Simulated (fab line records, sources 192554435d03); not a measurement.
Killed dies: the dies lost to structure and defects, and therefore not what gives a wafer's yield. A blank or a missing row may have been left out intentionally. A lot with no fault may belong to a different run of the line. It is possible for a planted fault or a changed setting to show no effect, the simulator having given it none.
fab line records	flow n5_finfet
[record] lots = 9	wafers = 27	last_day = 20
route steps=1938 shown SD_EPI_N@282 SD_EPI_P@300 BEOL_M4@1111 PASSIVATION@1936
lots with no fault: from the same line, run without faults
start_h: start of the lot's first displayed wafer, in hours after the record's first day	wait_h: time in hours since the lot's previous step	" same as the row above	L1.1+2: a row that stands for several wafers	- no value, or no start was given	* or withheld: withheld	< > ~ a bound
route shown NAME@n: a module of which the file shows steps, and the number in the route of the first	usual: the fault-free wafers' mean and standard deviation	same: alike in all rows	chamber/n: place in a boat	sites: the reading at each site	_std_site: the standard deviation of these	_edge_site: outer sites' mean less inner sites'	radius_mm: how far each site lies from the wafer's centre	mask NAME#n: copy n	behind: the tool/chamber that last shaped the wafer	hold: the reason the lot was held/the length of the hold in hours/how it ended	device: the n, p or np transistor that did not switch	end of line: at the end of the route, the tests of the same wafers	a step given without rows: its recipe and nothing more	killed: not the wafer's yield, but the dies lost to structure and defects at the first sort	map: a wafer's dies, marking killed ones x, the rest . and places with no die _
set.NAME: the setting the step ran with; set.NAME@STEP: the setting that earlier step ran with	model.NAME: the simulator's own value behind a step, which no gauge read
the route's steps for a sample of lots (tables are steps, rows are wafers)
services: from which hour (start_h, from the record's first day; less than 0 if before it) a tool's chamber was out of use, for how many hours, and why
[[steps]]
[step N5_SD_EPI_N_STRIP_38]
[recipe] chemistry = N2/H2	power_w = 1000	temp_c = 250	h2_frac = 0.65	overash_fraction = 0.3	pressure_mtorr = withheld	n2_flow_sccm = 1750	h2_flow_sccm = 3250
[usual] drypump_motor_current_A = 5.6/0.57	heater_power_w = 325/23	oes_product_au = 0.761/0.011
lot.wafer	tool	chamber	start_h	wait_h	drypump_motor_current_A	heater_power_w	oes_product_au	rf_hours_counter_h
L564.1	plasma_asher-01	1	48.96	0.1	6.3	290	0.772	80
L564.5	"	0	"	"	5.6	328	0.749	-
L564.6	"	1	"	"	6.2	296	0.789	-
L566.1	plasma_asher-02	0	61.56	0.1	5.6	327	0.759	32
L566.5	"	0	"	"	5.6	337	0.748	-
L566.6	"	1	"	"	4.6	359	0.755	-
L570.1	plasma_asher-01	0	85.12	0.1	5.6	336	0.771	88
L570.5	"	0	"	"	5.6	331	0.767	-
L570.6	"	1	"	"	6.3	302	0.767	-
L576.3	plasma_asher-01	0	130.10	0.1	5.5	328	0.760	-
L576.4	"	1	"	"	6.3	294	0.756	-
L576.5	"	0	"	"	5.6	322	0.758	-
L579.3	plasma_asher-02	0	142.81	0.1	5.6	332	0.760	-
L579.5	"	0	"	"	5.6	340	0.761	-
L579.6	"	1	"	"	4.6	356	0.756	-
L580.1	plasma_asher-01	0	145.94	0.1	5.5	327	0.760	99
L580.4	"	0	"	"	5.5	329	0.774	-
L580.5	"	1	"	"	6.3	296	0.763	-
L582.2	plasma_asher-01	0	159.44	0.1	5.6	320	0.763	101
L582.5	"	0	"	"	5.5	330	0.750	-
L582.6	"	1	"	"	6.3	295	0.764	-
L584.1	plasma_asher-01	0	171.83	0.3	5.5	333	0.767	104
L584.4	"	1	"	"	6.3	295	0.742	-
L584.6	"	0	"	"	5.5	325	0.763	-
L585.1	plasma_asher-02	1	178.42	0.1	4.6	359	0.755	56
L585.4	"	0	"	"	5.6	328	0.758	-
L585.6	"	1	"	"	4.6	349	0.760	-
[step N5_SD_EPI_N_EPI_MEAS_23]
[recipe] mode = xrd
[usual] thk_nm = 59.0/1.2
lot.wafer	tool	chamber	start_h	wait_h	thk_nm
L564.1	film_metro-02	-	51.57	1.4	59.4
L564.5	"	-	"	"	58.0
L564.6	"	-	"	"	59.1
L566.1	film_metro-01	-	64.16	1.4	58.5
L566.5	"	-	"	"	59.4
L566.6	"	-	"	"	56.7
L570.1	film_metro-02	-	88.53	1.9	58.1
L570.5	"	-	"	"	59.2
L570.6	"	-	"	"	60.0
L576.3	film_metro-02	-	134.42	1.5	58.7
L576.4	"	-	"	"	58.0
L576.5	"	-	"	"	57.1
L579.3	film_metro-01	-	145.97	1.2	56.0
L579.5	"	-	"	"	57.5
L579.6	"	-	"	"	57.1
L580.1	film_metro-01	-	149.29	1.9	60.7
L580.4	"	-	"	"	59.7
L580.5	"	-	"	"	59.9
L582.2	film_metro-02	-	163.02	1.5	59.8
L582.5	"	-	"	"	58.0
L582.6	"	-	"	"	58.8
L584.1	film_metro-02	-	174.44	1.4	59.1
L584.4	"	-	"	"	58.4
L584.6	"	-	"	"	58.9
L585.1	film_metro-01	-	181.30	1.4	58.9
L585.4	"	-	"	"	59.0
L585.6	"	-	"	"	58.9
[step N5_SD_EPI_P_EXPOSE_06]
[recipe] mask_id = SD_P_BLK	na = 1.35	source_shape = conventional	sigma_outer = 0.8	polarization = unpolarized	target_cd_nm = 240	dose_mj = 39.5
[usual] exposure_dose_mJ_cm2 = 39.47/0.048
[same] sigma_outer = 0.8
lot.wafer	tool	chamber	start_h	wait_h	mask	exposure_dose_mJ_cm2
L564.1	arfi_scanner-02	0	52.40	-	SD_P_BLK#0	39.51
L564.5	"	0	"	"	SD_P_BLK#0	39.51
L564.6	"	0	"	"	SD_P_BLK#0	39.38
L566.1	arfi_scanner-03	0	65.33	-	SD_P_BLK#0	39.47
L566.5	"	0	"	"	SD_P_BLK#0	39.53
L566.6	"	0	"	"	SD_P_BLK#0	39.53
L570.1	arfi_scanner-01	0	89.24	-	SD_P_BLK#0	39.53
L570.5	"	0	"	"	SD_P_BLK#0	39.51
L570.6	"	0	"	"	SD_P_BLK#0	39.55
L576.3	arfi_scanner-03	0	135.43	-	SD_P_BLK#0	39.47
L576.4	"	0	"	"	SD_P_BLK#0	39.45
L576.5	"	0	"	"	SD_P_BLK#0	39.45
L579.3	arfi_scanner-03	0	147.57	-	SD_P_BLK#0	34.23
L579.5	"	0	"	"	SD_P_BLK#0	34.23
L579.6	"	0	"	"	SD_P_BLK#0	34.27
L580.1	arfi_scanner-03	0	150.00	-	SD_P_BLK#0	35.40
L580.4	"	0	"	"	SD_P_BLK#0	35.32
L580.5	"	0	"	"	SD_P_BLK#0	35.38
L582.2	arfi_scanner-01	0	164.19	-	SD_P_BLK#0	39.55
L582.5	"	0	"	"	SD_P_BLK#0	39.55
L582.6	"	0	"	"	SD_P_BLK#0	39.52
L584.1	arfi_scanner-01	0	175.33	-	SD_P_BLK#0	39.46
L584.4	"	0	"	"	SD_P_BLK#0	39.49
L584.6	"	0	"	"	SD_P_BLK#0	39.55
L585.1	arfi_scanner-02	0	182.37	-	SD_P_BLK#0	39.47
L585.4	"	0	"	"	SD_P_BLK#0	39.42
L585.6	"	0	"	"	SD_P_BLK#0	39.42
[step N5_SD_EPI_P_CD_MEAS_09]
[recipe] target_cd_nm = 240	landing_energy_ev = 500	detector = se_inlens
[usual] cd_nm = 240.3/0.87
lot.wafer	tool	chamber	start_h	wait_h	cd_nm
L564.1	cd_sem-02	0	52.52	-	240.6
L564.5	"	0	"	"	240.5
L564.6	"	0	"	"	241.9
L566.1	cd_sem-02	0	65.45	-	240.5
L566.5	"	0	"	"	240.3
L566.6	"	0	"	"	239.7
L570.1	cd_sem-02	0	89.36	-	240.3
L570.5	"	0	"	"	239.4
L570.6	"	0	"	"	238.9
L576.3	cd_sem-02	0	135.54	-	240.5
L576.4	"	0	"	"	240.6
L576.5	"	0	"	"	241.6
L579.3	cd_sem-03	0	147.69	-	229.7
L579.5	"	0	"	"	229.9
L579.6	"	0	"	"	230.1
L580.1	cd_sem-03	0	150.13	-	232.9
L580.4	"	0	"	"	233.7
L580.5	"	0	"	"	233.4
L582.2	cd_sem-01	0	164.31	-	240.4
L582.5	"	0	"	"	241.3
L582.6	"	0	"	"	241.1
L584.1	cd_sem-01	0	175.46	-	238.4
L584.4	"	0	"	"	238.7
L584.6	"	0	"	"	239.7
L585.1	cd_sem-03	0	182.49	-	240.2
L585.4	"	0	"	"	241.8
L585.6	"	0	"	"	239.9
[step N5_SD_EPI_P_OVL_MEAS_10]
[recipe] points_per_wafer = 44
[usual] SD_P_BLK_OVL = 0.7/0.65
lot.wafer	tool	chamber	start_h	wait_h	SD_P_BLK_OVL[nm]
L564.1	overlay-01	0	52.55	0.0	0.8
L564.5	"	0	"	"	0.4
L564.6	"	0	"	"	1.2
L566.1	overlay-02	0	65.48	0.0	1.2
L566.5	"	0	"	"	0.6
L566.6	"	0	"	"	1.2
L570.1	overlay-02	0	89.39	0.0	0.4
L570.5	"	0	"	"	0.1
L570.6	"	0	"	"	0.5
L576.3	overlay-01	0	135.57	0.0	-0.2
L576.4	"	0	"	"	0.0
L576.5	"	0	"	"	-0.7
L579.3	overlay-01	0	147.71	0.0	1.3
L579.5	"	0	"	"	1.1
L579.6	"	0	"	"	1.5
L580.1	overlay-01	0	150.16	0.0	1.1
L580.4	"	0	"	"	1.1
L580.5	"	0	"	"	1.0
L582.2	overlay-01	0	164.34	0.0	1.2
L582.5	"	0	"	"	1.1
L582.6	"	0	"	"	0.5
L584.1	overlay-01	0	175.49	0.0	0.2
L584.4	"	0	"	"	-0.4
L584.6	"	0	"	"	-0.4
L585.1	overlay-01	0	182.52	0.0	0.5
L585.4	"	0	"	"	1.3
L585.6	"	0	"	"	0.4
[step N5_BEOL_M4_RC_MEAS_101]
[usual] DIBL_N = 37.0/1.6	DIBL_P = 37.0/2.1	IOFF_N = 0.17/0.032	IOFF_P = 0.22/0.043	ION_N = 679/13	ION_P = 465/9.5	SS_N = 71.7/0.59	SS_P = 73.6/0.64	VT_N = 249/3.2	VT_P = -249/4.1
lot.wafer	tool	chamber	start_h	wait_h	DIBL_N[mV/V]	DIBL_P[mV/V]	IOFF_N[nA/um]	IOFF_P[nA/um]	ION_N[uA/um]	ION_P[uA/um]	SS_N[mV/dec]	SS_P[mV/dec]	VT_N[mV]	VT_P[mV]
L564.1	prober-01	0	237.33	0.0	36.1	34.2	0.13	0.17	663	454	71.3	73.7	252	-257
L564.5	"	0	"	"	37.7	34.9	0.15	0.18	662	453	71.9	73.6	252	-256
L564.6	"	0	"	"	35.1	34.2	0.12	0.17	656	450	72.3	73.1	257	-255
L566.1	prober-01	0	239.38	0.0	37.1	37.7	0.15	0.20	663	453	72.1	74.2	252	-254
L566.5	"	0	"	"	36.9	37.9	0.15	0.20	678	467	71.6	74.0	253	-254
L566.6	"	0	"	"	35.1	35.9	0.13	0.19	679	467	71.2	73.1	253	-250
L570.1	prober-02	0	298.56	0.0	35.3	36.0	0.17	0.23	687	472	71.3	73.0	247	-247
L570.5	"	0	"	"	35.4	36.8	0.17	0.25	696	477	70.7	73.4	248	-247
L570.6	"	0	"	"	36.9	38.3	0.19	0.26	679	464	71.1	73.2	249	-247
L579.3	prober-01	0	335.29	0.3	36.6	34.7	0.14	0.19	680	465	71.0	73.7	250	-252
L579.5	"	0	"	"	36.8	34.9	0.14	0.19	668	464	71.4	72.9	251	-251
L579.6	"	0	"	"	36.0	34.1	0.12	0.17	663	455	70.5	72.3	251	-254
L580.1	prober-02	0	338.13	0.0	37.9	38.6	0.20	0.27	695	476	72.2	74.1	247	-247
L580.4	"	0	"	"	38.6	38.9	0.21	0.26	681	465	72.8	74.4	247	-245
L580.5	"	0	"	"	36.5	36.7	0.17	0.23	671	468	71.5	72.8	247	-250
L576.3	prober-02	0	341.93	0.3	39.3	38.7	0.20	0.28	690	474	72.4	73.7	247	-244
L576.4	"	0	"	"	36.8	35.9	0.16	0.23	677	467	71.7	73.2	250	-247
L576.5	"	0	"	"	34.9	34.0	0.13	0.21	678	474	71.2	72.5	251	-247
L585.1	prober-01	0	351.16	0.0	35.7	37.3	0.13	0.16	671	455	71.9	73.7	256	-257
L585.4	"	0	"	"	35.9	37.6	0.14	0.17	675	451	71.2	73.8	251	-258
L585.6	"	0	"	"	35.4	36.7	0.13	0.16	655	441	71.5	73.3	251	-259
L582.2	prober-02	0	363.81	0.2	36.9	37.1	0.17	0.22	685	469	71.9	73.2	249	-251
L582.5	"	0	"	"	36.9	37.8	0.16	0.24	666	461	71.8	73.5	252	-251
L582.6	"	0	"	"	36.6	35.7	0.16	0.21	689	467	71.4	73.7	250	-250
L584.1	prober-01	0	367.91	0.0	36.6	36.5	0.17	0.20	679	456	71.8	73.6	247	-254
L584.4	"	0	"	"	34.4	34.2	0.13	0.17	667	457	70.5	72.9	251	-253
L584.6	"	0	"	"	34.6	34.8	0.14	0.18	679	464	70.6	73.1	251	-252
[step N5_PASSIVATION_PROBE_49]
[usual] defect_limited_yield = 91.2/1.6	killed_at_M0_to_M3 = 33/11	killed_at_M4_up = 14/5	killed_at_contacts = 12/5.8	killed_at_front_end = 41/12	killed_at_other = 3.5/2.9	killed_dies = 104/19	killed_on_rim = 13/4.2	killed_open = 68/14	killed_short = 34/8.8	sort_bin_5_function = 5.2/1.1	sort_bin_6_memory = 3.2/0.71	sort_n_pass = 1076/19	sort_yield_pct = 91.2/1.6
[same] gross_dies = 1180	killed_at_back_side = 0	sort_bin_4_leakage[%] = 0	sort_bin_8_speed[%] = 0
lot.wafer	tool	chamber	start_h	wait_h	defect_limited_yield[%]	killed_at_M0_to_M3	killed_at_M4_up	killed_at_contacts	killed_at_front_end	killed_at_other	killed_dies	killed_on_rim	killed_open	killed_short	sort_bin_5_function[%]	sort_bin_6_memory[%]	sort_n_pass	sort_yield_pct[%]
L564.1	prober-01	-	344.71	0.5	92.9	15	19	10	36	4	84	8	53	31	4.2	2.7	1096	92.9
L564.5	prober-01	-	344.91	0.7	92.7	36	11	11	26	2	86	8	57	27	4.4	2.5	1094	92.7
L564.6	prober-01	-	344.96	0.7	91.9	27	15	21	32	0	95	13	70	25	5.2	2.8	1085	91.9
L566.1	prober-01	-	349.00	0.0	90.1	30	14	12	54	7	117	19	79	35	5.7	4.0	1063	90.1
L566.5	prober-01	-	349.20	0.2	91.4	37	13	5	45	1	101	9	61	39	4.7	3.5	1079	91.4
L566.6	prober-01	-	349.25	0.3	91.0	23	8	13	56	6	106	18	66	40	5.7	3.0	1074	91.0
L570.1	prober-01	-	406.55	0.0	89.5	48	20	11	43	2	124	15	79	45	6.4	3.6	1056	89.5
L570.5	prober-01	-	406.75	0.2	90.8	34	11	11	50	3	109	7	63	46	5.8	3.1	1071	90.8
L570.6	prober-01	-	406.80	0.3	89.5	40	18	5	60	1	124	15	75	43	6.4	3.2	1056	89.5
L580.1	prober-01	-	444.24	0.0	92.0	23	21	8	35	7	94	16	61	33	4.4	3.1	1086	92.0
L580.4	prober-01	-	444.39	0.2	93.8	17	10	13	31	2	73	7	53	19	3.7	2.3	1107	93.8
L580.5	prober-01	-	444.44	0.2	91.8	24	18	15	36	4	97	14	65	32	4.4	3.1	1083	91.8
L579.3	prober-02	-	444.94	0.1	92.4	27	21	10	28	4	90	6	57	31	4.4	2.9	1090	92.4
L579.5	prober-02	-	445.04	0.2	92.9	31	10	7	29	7	84	11	53	28	4.2	2.5	1096	92.9
L579.6	prober-02	-	445.09	0.3	92.2	37	11	3	37	4	92	14	52	38	4.6	2.8	1088	92.2
L576.3	prober-02	-	456.86	0.1	92.5	16	17	4	48	4	89	11	62	25	4.8	2.6	1091	92.5
L576.4	prober-02	-	456.91	0.2	91.9	17	24	14	39	1	95	18	62	33	5.0	2.6	1085	91.9
L576.5	prober-02	-	456.96	0.2	93.3	16	15	8	36	4	79	9	48	27	3.6	2.5	1101	93.3
L585.1	prober-02	-	457.75	0.0	92.9	27	22	6	28	1	84	13	63	20	4.4	2.6	1096	92.9
L585.4	prober-02	-	457.90	0.2	90.7	33	23	17	29	8	110	12	70	40	5.8	3.3	1070	90.7
L585.6	prober-02	-	458.00	0.3	90.1	41	14	20	41	1	117	20	78	38	5.0	4.7	1063	90.1
L584.1	prober-01	-	468.90	0.0	90.6	53	9	20	24	5	111	18	74	37	5.5	3.8	1069	90.6
L584.4	prober-01	-	469.05	0.2	92.5	24	8	18	31	8	89	14	68	20	4.6	2.9	1091	92.5
L584.6	prober-01	-	469.15	0.3	90.2	41	12	4	56	3	116	13	90	26	6.0	3.6	1064	90.2
L582.2	prober-02	-	474.61	0.1	88.8	47	28	8	44	5	132	15	82	43	7.0	3.9	1048	88.8
L582.5	prober-02	-	474.76	0.2	89.4	35	19	6	63	2	125	23	78	39	5.8	4.1	1055	89.4
L582.6	prober-02	-	474.81	0.3	90.5	46	5	6	50	5	112	14	69	41	5.8	3.4	1068	90.5
// killed by level:class
L564.1 BEOL_M4:geometric_particle:open=10 FIN_SAQP:geometric_particle:open=6 STI_FIN_REVEAL:geometric_particle:open=6 MOL_CONTACT_COAG:geometric_particle:open=6 FIN_SAQP:geometric_particle:short=5 MOL_CONTACT_COAG:geometric_particle:short=4 BEOL_M0_SAQP:geometric_particle:short=4 STARTING-WAFER:geometric_particle:open=4
L564.5 BEOL_M2:geometric_particle:open=13 BEOL_M3:geometric_particle:open=12 MOL_CONTACT_COAG:geometric_particle:open=7 STI_FIN_REVEAL:geometric_particle:open=5 FIN_SAQP:geometric_particle:short=4 BEOL_M4:geometric_particle:short=4 FIN_SAQP:geometric_particle:open=3 GATE_CUT:geometric_particle:open=3
L564.6 MOL_CONTACT_COAG:geometric_particle:open=18 FIN_SAQP:geometric_particle:open=12 BEOL_M2:geometric_particle:open=8 FIN_SAQP:geometric_particle:short=5 STI_FIN_REVEAL:geometric_particle:open=5 BEOL_M1:geometric_particle:open=5 BEOL_M3:geometric_particle:open=5 GATE_CUT:geometric_particle:short=4
L566.1 STI_FIN_REVEAL:geometric_particle:open=13 FIN_SAQP:geometric_particle:short=10 DUMMY_GATE:geometric_particle:open=8 MOL_CONTACT_COAG:geometric_particle:open=8 BEOL_M0_SAQP:geometric_particle:open=7 BEOL_M3:geometric_particle:open=7 BEOL_M2:geometric_particle:open=6 BEOL_M1:geometric_particle:open=5
L566.5 BEOL_M2:geometric_particle:open=10 FIN_SAQP:geometric_particle:short=8 BEOL_M0_SAQP:geometric_particle:short=8 FIN_SAQP:geometric_particle:open=7 BEOL_M4:geometric_particle:open=7 GATE_CUT:geometric_particle:open=6 BEOL_M1:geometric_particle:open=6 STARTING-WAFER:geometric_particle:short=6
L566.6 FIN_SAQP:geometric_particle:short=17 FIN_SAQP:geometric_particle:open=13 MOL_CONTACT_COAG:geometric_particle:open=11 STI_FIN_REVEAL:geometric_particle:open=7 BEOL_M2:geometric_particle:open=7 BEOL_M4:geometric_particle:open=6 BEOL_M2:geometric_particle:short=5 BEOL_M1:geometric_particle:open=4
L570.1 BEOL_M0_SAQP:geometric_particle:short=19 BEOL_M0_SAQP:geometric_particle:open=17 FIN_SAQP:geometric_particle:short=10 MOL_CONTACT_COAG:geometric_particle:open=10 BEOL_M4:geometric_particle:open=8 FIN_SAQP:geometric_particle:open=7 BEOL_M5:geometric_particle:open=7 STI_FIN_REVEAL:geometric_particle:open=6
L570.5 FIN_SAQP:geometric_particle:short=18 BEOL_M0_SAQP:geometric_particle:open=13 BEOL_M0_SAQP:geometric_particle:short=11 FIN_SAQP:geometric_particle:open=9 MOL_CONTACT_COAG:geometric_particle:open=9 GATE_CUT:geometric_particle:open=7 STARTING-WAFER:geometric_particle:open=4 BEOL_M4:geometric_particle:open=4
L570.6 BEOL_M0_SAQP:geometric_particle:short=15 DUMMY_GATE:geometric_particle:open=15 BEOL_M4:geometric_particle:open=12 BEOL_M0_SAQP:geometric_particle:open=12 FIN_SAQP:geometric_particle:open=9 FIN_SAQP:geometric_particle:short=8 HKMG_FIN:area_etch=6 STI_FIN_REVEAL:geometric_particle:open=5
L580.1 STI_FIN_REVEAL:geometric_particle:open=7 MOL_CONTACT_COAG:geometric_particle:open=7 BEOL_M4:geometric_particle:open=7 FIN_SAQP:geometric_particle:open=6 BEOL_M0_SAQP:geometric_particle:open=6 FIN_SAQP:geometric_particle:short=5 GATE_CUT:geometric_particle:short=5 BEOL_M3:geometric_particle:open=5
L580.4 STI_FIN_REVEAL:geometric_particle:open=12 MOL_CONTACT_COAG:geometric_particle:open=11 BEOL_M3:geometric_particle:open=4 BEOL_M3:geometric_particle:short=4 FIN_SAQP:geometric_particle:short=3 BEOL_M5:geometric_particle:open=3 BEOL_M1:geometric_particle:open=3 BEOL_M4:geometric_particle:open=3
L580.5 MOL_CONTACT_COAG:geometric_particle:open=13 BEOL_M3:geometric_particle:open=11 FIN_SAQP:geometric_particle:open=9 FIN_SAQP:geometric_particle:short=7 STI_FIN_REVEAL:geometric_particle:open=5 BEOL_M5:geometric_particle:open=5 BEOL_M1:geometric_particle:open=4 GATE_CUT:geometric_particle:short=4
L579.3 BEOL_M4:geometric_particle:open=12 MOL_CONTACT_COAG:geometric_particle:open=9 FIN_SAQP:geometric_particle:short=8 BEOL_M1:geometric_particle:open=6 BEOL_M0_SAQP:geometric_particle:short=4 BEOL_M3:geometric_particle:open=4 FIN_SAQP:geometric_particle:open=3 DUMMY_GATE:geometric_particle:open=3
L579.5 FIN_SAQP:geometric_particle:short=9 BEOL_M0_SAQP:geometric_particle:open=9 MOL_CONTACT_COAG:geometric_particle:open=6 BEOL_M0:geometric_particle:open=6 BEOL_M0_SAQP:geometric_particle:short=4 BEOL_M2:geometric_particle:open=4 BEOL_M3:geometric_particle:open=4 BEOL_M4:geometric_particle:open=4
L579.6 FIN_SAQP:geometric_particle:short=11 BEOL_M0_SAQP:geometric_particle:short=8 STI_FIN_REVEAL:geometric_particle:open=6 BEOL_M2:geometric_particle:open=6 BEOL_M3:geometric_particle:open=6 FIN_SAQP:geometric_particle:open=5 BEOL_M0_SAQP:geometric_particle:open=4 BEOL_M1:geometric_particle:open=4
L576.3 STI_FIN_REVEAL:geometric_particle:open=15 BEOL_M4:geometric_particle:open=10 DUMMY_GATE:geometric_particle:open=6 BEOL_M0_SAQP:geometric_particle:open=6 GATE_CUT:geometric_particle:short=5 STI_FIN_REVEAL:geometric_particle:short=4 BEOL_M3:geometric_particle:open=4 GATE_CUT:geometric_particle:open=4
L576.4 BEOL_M4:geometric_particle:open=10 MOL_CONTACT_COAG:geometric_particle:open=10 FIN_SAQP:geometric_particle:open=9 BEOL_M0_SAQP:geometric_particle:short=7 STI_FIN_REVEAL:geometric_particle:open=6 GATE_CUT:geometric_particle:short=5 FIN_SAQP:geometric_particle:short=4 MOL_CONTACT_COAG:geometric_particle:short=4
L576.5 STI_FIN_REVEAL:geometric_particle:open=10 BEOL_M4:geometric_particle:open=7 GATE_CUT:geometric_particle:short=6 MOL_CONTACT_COAG:geometric_particle:open=6 BEOL_M0_SAQP:geometric_particle:short=6 BEOL_M0_SAQP:geometric_particle:open=5 BEOL_M6:geometric_particle:open=5 FIN_SAQP:geometric_particle:short=4
L585.1 BEOL_M4:geometric_particle:open=9 FIN_SAQP:geometric_particle:open=7 BEOL_M3:geometric_particle:open=7 BEOL_M0_SAQP:geometric_particle:open=7 BEOL_M0_SAQP:geometric_particle:short=6 GATE_CUT:geometric_particle:open=5 MOL_CONTACT_COAG:geometric_particle:open=5 STI_FIN_REVEAL:geometric_particle:open=4
L585.4 MOL_CONTACT_COAG:geometric_particle:open=11 BEOL_M4:geometric_particle:open=11 FIN_SAQP:geometric_particle:short=9 BEOL_M1:geometric_particle:open=9 FIN_SAQP:geometric_particle:open=7 MOL_CONTACT_COAG:geometric_particle:short=6 BEOL_M3:geometric_particle:open=6 BEOL_M2:geometric_particle:open=5
L585.6 MOL_CONTACT_COAG:geometric_particle:open=14 BEOL_M2:geometric_particle:open=12 FIN_SAQP:geometric_particle:open=10 FIN_SAQP:geometric_particle:short=10 BEOL_M0_SAQP:geometric_particle:short=7 BEOL_M4:geometric_particle:open=6 MOL_CONTACT_COAG:geometric_particle:short=6 BEOL_M0_SAQP:geometric_particle:open=6
L584.1 BEOL_M0_SAQP:geometric_particle:open=19 BEOL_M0_SAQP:geometric_particle:short=16 MOL_CONTACT_COAG:geometric_particle:open=15 BEOL_M2:geometric_particle:open=7 BEOL_M4:geometric_particle:open=6 DUMMY_GATE:geometric_particle:open=5 MOL_CONTACT_COAG:geometric_particle:short=5 BEOL_M3:geometric_particle:open=4
L584.4 STI_FIN_REVEAL:geometric_particle:open=15 MOL_CONTACT_COAG:geometric_particle:open=15 BEOL_M1:geometric_particle:open=12 BEOL_M2:geometric_particle:open=5 FIN_SAQP:geometric_particle:short=3 DUMMY_GATE:geometric_particle:open=3 MOL_CONTACT_COAG:geometric_particle:short=3 BEOL_M4:geometric_particle:open=3
L584.6 STI_FIN_REVEAL:geometric_particle:open=35 BEOL_M0_SAQP:geometric_particle:open=11 BEOL_M0_SAQP:geometric_particle:short=10 BEOL_M1:geometric_particle:open=7 FIN_SAQP:geometric_particle:open=5 BEOL_M2:geometric_particle:open=5 FIN_SAQP:geometric_particle:short=4 BEOL_M0:geometric_particle:open=4
L582.2 BEOL_M0_SAQP:geometric_particle:short=14 STI_FIN_REVEAL:geometric_particle:open=11 BEOL_M4:geometric_particle:open=11 BEOL_M0_SAQP:geometric_particle:open=9 BEOL_M2:geometric_particle:open=8 MOL_CONTACT_COAG:geometric_particle:open=7 FIN_SAQP:geometric_particle:open=6 FIN_SAQP:geometric_particle:short=6
L582.5 FIN_SAQP:geometric_particle:open=22 BEOL_M0_SAQP:geometric_particle:short=8 BEOL_M0_SAQP:geometric_particle:open=7 STARTING-WAFER:geometric_particle:short=7 FIN_SAQP:geometric_particle:short=6 BEOL_M3:geometric_particle:open=6 STI_FIN_REVEAL:geometric_particle:open=5 MOL_CONTACT_COAG:geometric_particle:open=5
L582.6 BEOL_M0_SAQP:geometric_particle:open=11 DUMMY_GATE:geometric_particle:open=10 FIN_SAQP:geometric_particle:short=9 BEOL_M0_SAQP:geometric_particle:short=9 FIN_SAQP:geometric_particle:open=7 BEOL_M1:geometric_particle:open=7 STI_FIN_REVEAL:geometric_particle:open=6 BEOL_M2:geometric_particle:open=6
[[services]]
tool	chamber	start_h	hours	kind
arfi_scanner-03	-	25.12	0.3	repair
arfi_scanner-03	-	25.57	0.8	pm
arfi_scanner-03	0	29.46	-	calibration
arfi_scanner-02	-	33.53	7.2	repair
arfi_scanner-01	-	45.94	0.5	repair
arfi_scanner-03	-	49.81	1.3	pm
arfi_scanner-02	-	61.82	0.4	repair
arfi_scanner-01	-	66.03	1.0	pm
arfi_scanner-02	-	66.04	1.0	pm
arfi_scanner-02	-	73.41	0.8	pm
arfi_scanner-01	-	78.40	1.3	pm
arfi_scanner-01	-	86.13	1.5	repair
arfi_scanner-03	-	92.64	1.0	pm
arfi_scanner-02	-	116.24	1.0	repair
arfi_scanner-03	-	124.05	1.0	pm
arfi_scanner-01	-	138.44	3.1	pm
plasma_asher-02	-	146.01	4.5	repair
arfi_scanner-02	-	146.78	4.9	pm
arfi_scanner-03	-	154.97	1.5	repair
arfi_scanner-02	-	159.32	1.1	repair
arfi_scanner-02	-	173.80	3.9	pm
arfi_scanner-03	-	174.02	0.9	repair
arfi_scanner-03	-	175.31	1.3	pm
arfi_scanner-03	-	176.61	3.9	pm
[[key]]
[first_sign] step = N5_SD_EPI_P_EXPOSE_06	reading = exposure_dose_mJ_cm2	direction = down	sigmas = 97	usual = 39.47	struck = 34.80
[effect] step = N5_SD_EPI_P_CD_MEAS_09	reading = cd_nm	direction = down	sigmas = 10	usual = 240.3	struck = 231.6	through = control_loop
met_at N5_SD_EPI_P_EXPOSE_06
struck_lots L579,L580
[loop_trim] step = N5_SD_EPI_P_EXPOSE_06	setting = dose	lots = L580
not_acting_at N5_SD_EPI_N_STRIP_38,N5_SD_EPI_N_EPI_MEAS_23,N5_SD_EPI_P_OVL_MEAS_10
onset_between 135.43 147.57
[earlier_fault] kind = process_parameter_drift	tool = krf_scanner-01	chamber = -	onset_h = 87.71	steps = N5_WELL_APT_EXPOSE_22	channel = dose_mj	offset = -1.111	shape = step	acts_in = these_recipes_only	stated = 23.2
[fault] kind = process_parameter_drift	tool = arfi_scanner-03	chamber = -	onset_h = 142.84	steps = N5_SD_EPI_P_EXPOSE_06	channel = dose_mj	offset = -5.1609	shape = step	acts_in = these_recipes_only	stated = 39.5
// loop_trim: a control loop set the setting to another value than it would have without faults
